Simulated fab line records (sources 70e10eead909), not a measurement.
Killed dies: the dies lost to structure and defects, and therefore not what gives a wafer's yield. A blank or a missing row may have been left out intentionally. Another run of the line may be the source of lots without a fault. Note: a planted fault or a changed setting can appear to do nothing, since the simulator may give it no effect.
Chamber matching	flow nand-harc	cmp-01 running NHARC_P_CONTACT_CMP_24: 4 sister chambers
The step polishes, t overpolish 30 s, target thk 200 nm. 8 wafers are shown with their chamber, then 8 later ones without.

WAFERS WITH THEIR CHAMBER
wafer	chamber	motor-current-A (A)	time-to-endpoint-s (s)
L077.5	1	13.4	41
L078.5	0	12.2	35
L079.1	1	14.5	41
L079.5	3	14.8	45
L084.1	2	11.5	40
L084.2	3	14.1	42
L084.6	0	12.5	37
L087.1	2	12.1	43

WAFERS WITH NO CHAMBER GIVEN
wafer	motor-current-A (A)	time-to-endpoint-s (s)
L087.4	14.2	44
L087.6	13.8	40
L093.2	14.8	44
L093.4	14.0	45
L093.5	14.2	47
L096.3	11.9	40
L096.5	14.4	42
L096.6	11.5	45

WHICH CHAMBER EACH WENT THROUGH
wafer	from the rows above	in truth
L087.4	can't be placed: 3 or 1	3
L087.6	can't be placed: 1 or 3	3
L093.2	can't be placed: 3 or 1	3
L093.4	can't be placed: 3 or 1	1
L093.5	can't be placed: 3 or 1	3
L096.3	can't be placed: 2 or 0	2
L096.5	can't be placed: 3 or 1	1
L096.6	2	2
Placed correctly: 1 of 8. From these rows, 7 cannot be placed; in 7 the true chamber is one of the candidates. Placed wrongly: 0.
How it was worked out, from the rows above alone: a wafer's distance from a chamber is the root of the sum, over the readings, of the square of ((its reading less the chamber's mean) divided by the reading's scatter). If the next closest chamber is less than 2 further off than the closest, the wafer can't be placed; otherwise it belongs to the closest. The mean given for a chamber averages the wafers shown for that chamber. How the scatter is found: for the shown wafers, subtract from each reading the mean of its chamber, square and add these, divide the total by (wafers less chambers), then take the root.
